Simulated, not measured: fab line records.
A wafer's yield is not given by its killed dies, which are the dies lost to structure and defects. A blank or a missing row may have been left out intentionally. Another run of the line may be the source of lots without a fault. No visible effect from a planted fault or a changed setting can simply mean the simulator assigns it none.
fab line records	flow n5_finfet	part 1 of 2: steps 1 to 27 of 34
record: lots: 5	wafers: 15	last_day: 18
route steps=1938 shown BEOL_M8@1387 BEOL_M9@1401
lots with no fault: from the same line, run without faults
start_h: hours from the record's opening day to when the first of the lot's shown wafers began	wait_h: hours from the lot's prior step to this one	" as in the row above	L1.1+2: a row that stands for several wafers	- either no value or no given start	* or withheld: withheld	< > ~ a bound
route shown NAME@n: names a module that has steps shown in the file, with the first one's number in the route	usual: average and standard deviation across the fault-free wafers	same: alike in all rows	chamber/n: place in a boat	sites: each site's reading	_std_site: the values' standard deviation	_edge_site: mean of outer sites minus mean of inner sites	radius_mm: how far each site lies from the wafer's centre	mask NAME#n: copy n	behind: tool/chamber where the wafer was last shaped	hold: what put the lot on hold/how long, in hours/how the hold closed	device: the n, p or np transistor that did not switch	end of line: the same wafers' tests at the end of the route	for a step that has no rows: nothing shown but its recipe	killed: at the first sort, the dies lost to defects and structure; wafer yield is something else	map: shows each die of a wafer: x if killed, . if not, _ if none is there
set.NAME: the setting the step ran with; set.NAME@STEP: the setting that earlier step ran with	model.NAME: the simulator's own value behind a step, which no gauge read
lots at selected steps of the route; one table per step, one row per wafer
services: a tool's chamber out of use, with start hour (start_h, from the record's first day; less than 0 if before it), hours out, and reason
== steps ==
step: N5_BEOL_M8_DEGAS_44
recipe: ambient: vacuum	temp_c: 250	time_s: 60
usual: heater_power_w: 340/36
lot.wafer	tool	chamber	start_h	wait_h	heater_power_w
L075.1	pvd_sputter-01	-	230.08	0.3	390
L075.3	"	-	"	"	375
L075.5	"	-	"	"	333
L082.2	pvd_sputter-01	-	264.24	0.2	388
L082.3	"	-	"	"	324
L082.6	"	-	"	"	382
L079.1	pvd_sputter-02	-	264.69	0.4	300
L079.4	"	-	"	"	304
L079.6	"	-	"	"	383
L089.2	pvd_sputter-01	-	303.90	0.5	378
L089.3	"	-	"	"	381
L089.5	"	-	"	"	315
L096.3	pvd_sputter-02	-	359.04	0.3	304
L096.4	"	-	"	"	386
L096.6	"	-	"	"	336
step: N5_BEOL_M8_PRE_CLEAN_45
recipe: gas: H2/He	time_s: 30	temp_c: 250
usual: heater_power_w: 340/34
lot.wafer	tool	chamber	start_h	wait_h	heater_power_w
L075.1	pvd_sputter-01	-	230.12	0.0	380
L075.3	"	-	"	"	378
L075.5	"	-	"	"	332
L082.2	pvd_sputter-01	-	264.28	0.0	366
L082.3	"	-	"	"	325
L082.6	"	-	"	"	375
L079.1	pvd_sputter-02	-	264.73	0.0	304
L079.4	"	-	"	"	295
L079.6	"	-	"	"	391
L089.2	pvd_sputter-01	-	303.94	0.0	376
L089.3	"	-	"	"	374
L089.5	"	-	"	"	307
L096.3	pvd_sputter-02	-	359.08	0.0	302
L096.4	"	-	"	"	394
L096.6	"	-	"	"	335
step: N5_BEOL_M8_ALD_77
recipe: material: TaN	target_thk_a: 20	temp_c: 275	ald_precursor_family: PDMAT	ald_co_reactant: NH3	pressure_torr: 3	carrier_flow_sccm: 1500	pulse_time_s: 2	purge_time_s: 3	co_reactant_purge_time_s: 2	co_reactant_pulse_time_s: 3	ald_cycles: 40	precursor_vessel_temp_c: 75	precursor_vessel_pressure_torr: 26.25	precursor_vessel_carrier_sccm: 1000
usual: heater_power_w: 391/22	precursor_vessel_temp_c: 75.01/0.11
same: co_reactant_pulse_time_s: 3	co_reactant_purge_time_s: 2
lot.wafer	tool	chamber	start_h	wait_h	heater_power_w	precursor_vessel_temp_c
L075.1	ald_metal-03	2	230.28	0.1	392	75.04
L075.3	"	3	"	"	404	75.02
L075.5	"	1	"	"	432	75.13
L082.2	ald_metal-02	2	264.34	0.0	383	74.98
L082.3	"	3	"	"	407	75.14
L082.6	"	2	"	"	383	74.98
L079.1	ald_metal-02	0	264.80	0.0	396	74.97
L079.4	"	3	"	"	398	75.36
L079.6	"	3	"	"	402	75.22
L089.2	ald_metal-03	2	304.23	0.3	398	75.13
L089.3	"	1	"	"	424	75.02
L089.5	"	0	"	"	371	74.96
L096.3	ald_metal-02	1	359.14	0.0	377	75.03
L096.4	"	2	"	"	381	75.00
L096.6	"	0	"	"	408	75.02
step: N5_BEOL_M8_SURFACE_TREAT_79
recipe: gas: Ar	time_s: *	ion_energy_ev: *	ion_current_ma_cm2: 0.5	pressure_mtorr: *	ar_flow_sccm: 30
usual: throttle_valve_pct: *
lot.wafer	tool	chamber	start_h	wait_h	throttle_valve_pct
L075.1	pvd_sputter-01	-	232.48	2.1	*
L075.3	"	-	"	"	*
L075.5	"	-	"	"	*
L082.2	pvd_sputter-02	-	264.65	0.2	*
L082.3	"	-	"	"	*
L082.6	"	-	"	"	*
L079.1	pvd_sputter-02	-	265.21	0.3	*
L079.4	"	-	"	"	*
L079.6	"	-	"	"	*
L089.2	pvd_sputter-02	-	305.27	0.9	*
L089.3	"	-	"	"	*
L089.5	"	-	"	"	*
L096.3	pvd_sputter-03	-	359.44	0.2	*
L096.4	"	-	"	"	*
L096.6	"	-	"	"	*
step: N5_BEOL_M8_CVD_78
recipe: material: Co	target_thk_a: 20	temp_c: withheld	precursor: CCTBA/H2	pressure_torr: 30	time_s: 142.3
lot.wafer	tool	chamber	start_h	wait_h
L075.1+3+5	cvd_co-01	0,2,2	232.60	0.1
L082.2+3+6	cvd_co-01	1,2,1	264.77	0.1
L079.1+4+6	cvd_co-02	2,2,1	265.29	0.1
L089.2+3+5	cvd_co-01	2,1,0	305.56	0.3
L096.3+4+6	cvd_co-02	0,1,2	359.52	0.1
step: N5_BEOL_M8_SPUTTER_48
recipe: material: Cu	target_thk_a: 100	temp_c: -20	bias_v: 60	power_w: 26000	chamber_pressure_pa: 0.13	time_s: 1.667
usual: substrate_temp_c: -20.00/0.098	throttle_valve_pct: 29.7/1.1
lot.wafer	tool	chamber	start_h	wait_h	substrate_temp_c	throttle_valve_pct
L075.1	pvd_sputter-01	-	232.74	0.1	-19.85	30.4
L075.3	"	-	"	"	-20.04	26.6
L075.5	"	-	"	"	-20.14	27.0
L082.2	pvd_sputter-02	-	265.09	0.3	-20.14	29.3
L082.3	"	-	"	"	-19.99	31.4
L082.6	"	-	"	"	-20.08	29.7
L079.1	pvd_sputter-02	-	265.65	0.3	-20.08	29.6
L079.4	"	-	"	"	-20.06	31.8
L079.6	"	-	"	"	-20.02	29.4
L089.2	pvd_sputter-02	-	305.71	0.1	-20.14	29.2
L089.3	"	-	"	"	-19.95	29.3
L089.5	"	-	"	"	-20.04	29.3
L096.3	pvd_sputter-02	-	359.72	0.2	-20.17	31.2
L096.4	"	-	"	"	-20.00	29.7
L096.6	"	-	"	"	-20.10	31.7
step: N5_BEOL_M8_ECD_50
recipe: material: Cu	target_thk_a: 3000
lot.wafer	tool	chamber	start_h	wait_h
L075.1+3+5	ecd_cu-02	1,0,0	232.86	0.1
L082.2+3+6	ecd_cu-02	0,0,1	265.26	0.1
L079.1+4+6	ecd_cu-01	0,1,0	265.77	0.1
L089.2+3+5	ecd_cu-02	0,1,1	305.83	0.1
L096.3+4+6	ecd_cu-01	0,1,0	359.86	0.1
step: N5_BEOL_M8_ANNEAL_51
recipe: temp_c: 225	time_s: 90	ambient: N2
usual: wafer_temp_C_max: 225.9/0.31
lot.wafer	tool	chamber	start_h	wait_h	wafer_temp_C_max
L075.1	rtp_anneal-02	0	232.97	0.1	225.7
L075.3	"	0	"	"	226.0
L075.5	"	0	"	"	225.8
L082.2	rtp_anneal-02	0	265.68	0.4	226.1
L082.3	"	0	"	"	226.1
L082.6	"	0	"	"	225.9
L079.1	rtp_anneal-02	0	266.17	0.4	225.6
L079.4	"	0	"	"	225.8
L079.6	"	0	"	"	225.6
L089.2	rtp_anneal-02	0	306.01	0.2	225.5
L089.3	"	0	"	"	225.5
L089.5	"	0	"	"	225.6
L096.3	rtp_anneal-01	0	360.22	0.3	226.5
L096.4	"	0	"	"	226.6
L096.6	"	0	"	"	226.7
step: N5_BEOL_M8_CMP_52
recipe: stop_on: SiCOH_lowk	t_overpolish_s: 6.9	down_force_psi: 1	platen_rpm: 50	clearing_platen_down_force_psi: 1.5	clearing_platen_rpm: 50	post_cmp_clean: cu_alkaline	target_thk_nm: 80	clearing_platen_pad_velocity_m_s: 0.99484	pad_velocity_m_s: 0.99484
usual: barrier_field_endpoint_s: 29.2/0.74	motor_current_A: 6.5/0.66	overpolish_run_s: 6.899/0.0085	time_to_endpoint_s: 63.7/2.9
lot.wafer	tool	chamber	start_h	wait_h	barrier_field_endpoint_s	motor_current_A	overpolish_run_s	time_to_endpoint_s
L075.3	cmp-04	3	233.52	0.4	28.3	7.4	6.898	61.7
L075.1	"	0	"	"	28.3	6.1	6.899	59.1
L075.5	"	0	"	"	28.8	6.8	6.897	57.1
L082.2	cmp-01	3	265.95	0.2	29.0	5.6	6.900	62.2
L082.3	"	2	"	"	28.4	5.6	6.897	61.3
L082.6	"	3	"	"	29.2	5.5	6.890	63.6
L079.4	cmp-02	0	266.56	0.2	28.8	8.0	6.896	63.3
L079.1	"	1	"	"	29.2	6.1	6.890	66.0
L079.6	"	3	"	"	29.3	6.0	6.885	65.4
L089.2	cmp-02	1	306.49	0.4	28.7	6.3	6.910	68.9
L089.3	"	3	"	"	29.5	5.9	6.909	69.1
L089.5	"	1	"	"	29.4	6.5	6.892	67.4
L096.3	cmp-02	1	360.43	0.2	29.3	6.4	6.904	66.6
L096.4	"	2	"	"	29.2	6.1	6.911	63.0
L096.6	"	2	"	"	29.6	6.2	6.908	65.5
step: N5_BEOL_M8_THK_MEAS_53
recipe: thk_meas_gauge: xrf	reads: Cu_of_BEOL_M8_ECD_50
usual: M8_THK: 80.6/2
lot.wafer	tool	chamber	start_h	wait_h	M8_THK[nm]
L075.1	film_metro-02	-	233.82	-	79.6
L075.3	"	-	"	"	80.0
L075.5	"	-	"	"	79.5
L082.2	film_metro-01	-	266.24	-	82.4
L082.3	"	-	"	"	80.7
L082.6	"	-	"	"	80.8
L079.1	film_metro-01	-	266.78	-	84.1
L079.4	"	-	"	"	82.6
L079.6	"	-	"	"	81.5
L089.2	film_metro-02	-	306.78	-	82.6
L089.3	"	-	"	"	81.9
L089.5	"	-	"	"	80.8
L096.3	film_metro-01	-	360.72	-	83.6
L096.4	"	-	"	"	80.3
L096.6	"	-	"	"	79.6
step: N5_BEOL_M8_PRE_CLEAN_55
recipe: gas: NH3	time_s: 15	temp_c: withheld	rf_power_w: 300
lot.wafer	tool	chamber	start_h	wait_h
L075.1+3+5	pecvd-01	1,2,2	233.86	0.0
L082.2+3+6	pecvd-02	1,2,1	266.28	0.0
L079.1+4+6	pecvd-01	0,1,0	266.82	0.0
L089.2+3+5	pecvd-03	2,0,2	306.82	0.0
L096.3+4+6	pecvd-02	1,0,1	360.76	0.0
step: N5_BEOL_M8_DEP_56
recipe: material: SiCN	target_thk_a: 100	temp_c: withheld	precursor: 3MS/NH3	pressure_torr: 3	rf_w: 202	time_s: 17.5
usual: showerhead_plenum_p_Torr: 3.666/0.012	throttle_valve_pct: 9.0/0.44
lot.wafer	tool	chamber	start_h	wait_h	showerhead_plenum_p_Torr	throttle_valve_pct
L075.1	pecvd-01	1	233.88	0.0	3.666	9.7
L075.3	"	2	"	"	3.665	8.4
L075.5	"	2	"	"	3.671	8.6
L082.2	pecvd-02	1	266.30	0.0	3.640	8.7
L082.3	"	2	"	"	3.670	8.3
L082.6	"	1	"	"	3.654	8.6
L079.1	pecvd-01	0	266.84	0.0	3.681	9.2
L079.4	"	1	"	"	3.669	9.8
L079.6	"	0	"	"	3.682	9.1
L089.2	pecvd-03	2	306.84	0.0	3.671	8.5
L089.3	"	0	"	"	3.660	9.4
L089.5	"	2	"	"	3.679	8.8
L096.3	pecvd-02	1	360.78	0.0	3.650	8.9
L096.4	"	0	"	"	3.660	9.1
L096.6	"	1	"	"	3.645	8.9
step: N5_BEOL_M8_RS_MEAS_57
recipe: thk_meas_gauge: four-point-probe	reads: Cu_of_BEOL_M8_ECD_50+Co_of_BEOL_M8_CVD_78+TaN_of_BEOL_M8_ALD_77
usual: M8_RS: 0.286/0.0083
lot.wafer	tool	chamber	start_h	wait_h	M8_RS[ohm/sq]
L075.1	film_metro-02	-	233.95	0.1	0.289
L075.3	"	-	"	"	0.288
L075.5	"	-	"	"	0.289
L082.2	film_metro-02	-	266.37	0.1	0.279
L082.3	"	-	"	"	0.286
L082.6	"	-	"	"	0.287
L079.1	film_metro-02	-	266.91	0.1	0.271
L079.4	"	-	"	"	0.277
L079.6	"	-	"	"	0.281
L089.2	film_metro-01	-	306.91	0.1	0.283
L089.3	"	-	"	"	0.287
L089.5	"	-	"	"	0.289
L096.3	film_metro-02	-	360.85	0.1	0.270
L096.4	"	-	"	"	0.284
L096.6	"	-	"	"	0.289
step: N5_BEOL_M8_INSPECT_58
recipe: inspect_instrument: darkfield	mode: post_dep
usual: raw_defect_count: 69/20
lot.wafer	tool	chamber	start_h	wait_h	raw_defect_count
L075.1	defect_inspect-02	-	233.98	0.0	84
L075.3	"	-	"	"	74
L075.5	"	-	"	"	68
L082.2	defect_inspect-01	-	266.40	0.0	58
L082.3	"	-	"	"	44
L082.6	"	-	"	"	52
L079.1	defect_inspect-01	-	266.94	0.0	81
L079.4	"	-	"	"	71
L079.6	"	-	"	"	85
L089.2	defect_inspect-01	-	306.94	0.0	58
L089.3	"	-	"	"	69
L089.5	"	-	"	"	77
L096.3	defect_inspect-02	-	360.88	0.0	51
L096.4	"	-	"	"	52
L096.6	"	-	"	"	65
step: N5_BEOL_M9_ILD_DEP_00
recipe: material: SiCOH_lowk	target_thk_a: 3085.1	temp_c: 300	precursor: DEMS/porogen	pressure_torr: 5	rf_w: 500	time_s: 58
usual: heater_power_w: 290/36	showerhead_plenum_p_Torr: 5.742/0.015	throttle_valve_pct: 13.8/0.72
lot.wafer	tool	chamber	start_h	wait_h	heater_power_w	showerhead_plenum_p_Torr	throttle_valve_pct
L075.1	pecvd-01	2	234.01	0.0	299	5.743	13.2
L075.3	"	0	"	"	381	5.751	14.2
L075.5	"	0	"	"	293	5.761	14.1
L082.2	pecvd-04	2	266.43	0.0	255	5.746	13.2
L082.3	"	1	"	"	305	5.747	14.8
L082.6	"	1	"	"	312	5.721	14.8
L079.1	pecvd-03	0	266.97	0.0	274	5.721	14.1
L079.4	"	2	"	"	308	5.747	13.0
L079.6	"	2	"	"	320	5.756	13.3
L089.2	pecvd-01	1	306.97	0.0	310	5.738	15.2
L089.3	"	0	"	"	382	5.777	14.3
L089.5	"	1	"	"	321	5.739	15.1
L096.3	pecvd-01	0	360.91	0.0	322	5.756	14.0
L096.4	"	1	"	"	265	5.750	15.1
L096.6	"	2	"	"	314	5.752	13.5
step: N5_BEOL_M9_CURE_71
recipe: temp_c: 385	time_s: 240	ambient: He/Ar	material: SiCOH_lowk
usual: lamp_power_pct: 52.31/0.052	wafer_temp_C_max: 386.5/0.49
lot.wafer	tool	chamber	start_h	wait_h	lamp_power_pct	wafer_temp_C_max
L075.1	uv_cure-03	1	234.78	0.7	52.17	386.3
L075.3	"	1	"	"	52.28	386.8
L075.5	"	1	"	"	52.34	386.5
L082.2	uv_cure-03	2	266.59	0.1	52.33	386.2
L082.3	"	2	"	"	52.29	386.0
L082.6	"	2	"	"	52.33	386.2
L079.1	uv_cure-01	2	267.08	0.1	52.33	388.0
L079.4	"	2	"	"	52.31	386.7
L079.6	"	2	"	"	52.28	387.0
L089.2	uv_cure-02	2	307.13	0.1	52.34	386.0
L089.3	"	2	"	"	52.33	386.0
L089.5	"	2	"	"	52.33	385.6
L096.3	uv_cure-01	2	361.18	0.2	52.37	386.4
L096.4	"	2	"	"	52.27	387.3
L096.6	"	2	"	"	52.26	386.4
step: N5_BEOL_M9_THK_MEAS_01
recipe: reads: SiCOH_lowk_of_BEOL_M9_ILD_DEP_00
usual: M9_ILD_THK: 267/3.2
lot.wafer	tool	chamber	start_h	wait_h	M9_ILD_THK[nm]
L075.1	film_metro-01	-	235.29	0.4	265
L075.3	"	-	"	"	263
L075.5	"	-	"	"	268
L082.2	film_metro-01	-	267.02	0.4	267
L082.3	"	-	"	"	267
L082.6	"	-	"	"	270
L079.1	film_metro-01	-	267.59	0.4	263
L079.4	"	-	"	"	268
L079.6	"	-	"	"	268
L089.2	film_metro-01	-	307.56	0.4	271
L089.3	"	-	"	"	265
L089.5	"	-	"	"	272
L096.3	film_metro-01	-	361.54	0.3	261
L096.4	"	-	"	"	269
L096.6	"	-	"	"	267
step: N5_BEOL_M9_PECVD_70
recipe: material: SiO2	target_thk_a: 200	temp_c: 400	precursor: TEOS/O2	pressure_torr: 5.5	rf_w: 450	teos_flow_sccm: 53.8	gas: O2	flow_sccm: 3000	time_s: 22.7
usual: heater_power_w: 668/97	showerhead_plenum_p_Torr: 8.78/0.059	throttle_valve_pct: 22.3/1.2
lot.wafer	tool	chamber	start_h	wait_h	heater_power_w	showerhead_plenum_p_Torr	throttle_valve_pct
L075.1	pecvd-04	2	235.33	0.0	634	8.80	21.1
L075.3	"	1	"	"	702	8.72	23.8
L075.5	"	2	"	"	641	8.81	21.1
L082.2	pecvd-03	0	267.06	0.0	705	8.74	23.0
L082.3	"	0	"	"	720	8.75	23.1
L082.6	"	2	"	"	717	8.81	20.9
L079.1	pecvd-04	1	267.63	0.0	851	8.76	23.9
L079.4	"	0	"	"	451	8.68	21.3
L079.6	"	2	"	"	568	8.83	21.4
L089.2	pecvd-01	0	307.60	0.0	773	8.83	22.9
L089.3	"	1	"	"	715	8.77	24.6
L089.5	"	2	"	"	628	8.80	21.4
L096.3	pecvd-04	0	361.59	0.1	532	8.67	21.3
L096.4	"	1	"	"	778	8.74	23.6
L096.6	"	1	"	"	799	8.73	23.6
step: N5_BEOL_M9_HM_DEP_02
recipe: material: TiN	target_thk_a: 200	temp_c: 25	chamber_pressure_pa: 0.49996
usual: substrate_temp_c: 24.99/0.1	throttle_valve_pct: 29.8/1.1
lot.wafer	tool	chamber	start_h	wait_h	substrate_temp_c	throttle_valve_pct
L075.1	pvd_sputter-02	-	238.00	2.7	25.14	29.5
L075.3	"	-	"	"	24.88	29.6
L075.5	"	-	"	"	24.98	29.5
L082.2	pvd_sputter-01	-	269.59	2.5	25.03	30.0
L082.3	"	-	"	"	25.06	26.7
L082.6	"	-	"	"	25.02	30.4
L079.1	pvd_sputter-01	-	269.79	2.1	25.10	30.1
L079.4	"	-	"	"	25.11	26.7
L079.6	"	-	"	"	25.05	29.9
L089.2	pvd_sputter-02	-	307.66	0.0	25.06	29.3
L089.3	"	-	"	"	24.90	31.4
L089.5	"	-	"	"	25.07	29.6
L096.3	pvd_sputter-03	-	362.44	0.8	25.13	28.9
L096.4	"	-	"	"	24.87	31.1
L096.6	"	-	"	"	24.94	30.9
step: N5_BEOL_M9_COAT_59
recipe: resist: SOC	temp_c: 250	time_s: 60	spin_rpm: 1500	resist_thk_nm: 100
lot.wafer	tool	chamber	start_h	wait_h
L075.1+3+5	litho_track-04	0	238.13	0.1
L082.2+3+6	litho_track-04	0	269.72	0.1
L079.1+4+6	litho_track-04	0	269.92	0.1
L089.2+3+5	litho_track-01	0	307.79	0.1
L096.3+4+6	litho_track-01	0	362.57	0.1
step: N5_BEOL_M9_COAT_60
recipe: resist: SiARC	temp_c: 220	time_s: 60	spin_rpm: 1500	resist_thk_nm: 30
lot.wafer	tool	chamber	start_h	wait_h
L075.1+3+5	litho_track-04	0	-	-
L082.2+3+6	litho_track-04	0	-	-
L079.1+4+6	litho_track-04	0	-	-
L089.2+3+5	litho_track-01	0	-	-
L096.3+4+6	litho_track-01	0	-	-
step: N5_BEOL_M9_COAT_05
recipe: resist: CAR-ArF	spin_rpm: 1500	resist_thk_nm: 90
lot.wafer	tool	chamber	start_h	wait_h
L075.1+3+5	litho_track-04	0	-	-
L082.2+3+6	litho_track-04	0	-	-
L079.1+4+6	litho_track-04	0	-	-
L089.2+3+5	litho_track-01	0	-	-
L096.3+4+6	litho_track-01	0	-	-
step: N5_BEOL_M9_EBR_07
recipe: solvent: PGMEA	ebr_width_mm: 1.5
lot.wafer	tool	chamber	start_h	wait_h
L075.1+3+5	litho_track-04	0	-	-
L082.2+3+6	litho_track-04	0	-	-
L079.1+4+6	litho_track-04	0	-	-
L089.2+3+5	litho_track-01	0	-	-
L096.3+4+6	litho_track-01	0	-	-
step: N5_BEOL_M9_SOFTBAKE_06
recipe: temp_c: 110	time_s: 60	resist: CAR-ArF
lot.wafer	tool	chamber	start_h	wait_h
L075.1+3+5	litho_track-04	0	-	-
L082.2+3+6	litho_track-04	0	-	-
L079.1+4+6	litho_track-04	0	-	-
L089.2+3+5	litho_track-01	0	-	-
L096.3+4+6	litho_track-01	0	-	-
step: N5_BEOL_M9_EXPOSE_08
recipe: mask_id: M9	na: 1.35	source_shape: dipole	sigma_inner: 0.411	sigma_outer: 0.611	polarization: te	dose_mj: 53.75
usual: stage_vel_mm_s: 500.01/0.24
lot.wafer	tool	chamber	start_h	wait_h	mask	stage_vel_mm_s
L075.1	arfi_scanner-03	0	238.37	-	M9#0	499.54
L075.3	"	0	"	"	M9#0	499.85
L075.5	"	0	"	"	M9#0	499.96
L082.2	arfi_scanner-01	0	269.97	-	M9#0	500.24
L082.3	"	0	"	"	M9#0	500.58
L082.6	"	0	"	"	M9#0	500.37
L079.1	arfi_scanner-03	0	270.16	-	M9#0	499.94
L079.4	"	0	"	"	M9#0	500.10
L079.6	"	0	"	"	M9#0	499.73
L089.2	arfi_scanner-01	0	308.04	-	M9#0	500.32
L089.3	"	0	"	"	M9#0	499.86
L089.5	"	0	"	"	M9#0	499.60
L096.3	arfi_scanner-02	0	362.70	-	M9#0	500.17
L096.4	"	0	"	"	M9#0	500.27
L096.6	"	0	"	"	M9#0	500.19
step: N5_BEOL_M9_PEB_09
recipe: peb_temp_c: withheld	peb_time_s: 60	resist: CAR-ArF
lot.wafer	tool	chamber	start_h	wait_h
L075.1+3+5	litho_track-03	0	238.43	0.1
L082.2+3+6	litho_track-01	0	270.02	0.0
L079.1+4+6	litho_track-01	0	270.22	0.1
L089.2+3+5	litho_track-03	0	308.09	0.0
L096.3+4+6	litho_track-03	0	362.75	0.0
step: N5_BEOL_M9_DEVELOP_10
recipe: develop_time_s: 30	developer: TMAH	resist: CAR-ArF	rinse_liquid: diw	dry: air_spin	dev_temp_c: 23
same: develop_time_s: 30
lot.wafer	tool	chamber	start_h	wait_h
L075.1+3+5	litho_track-03	0	-	-
L082.2+3+6	litho_track-01	0	-	-
L079.1+4+6	litho_track-01	0	-	-
L089.2+3+5	litho_track-03	0	-	-
L096.3+4+6	litho_track-03	0	-	-
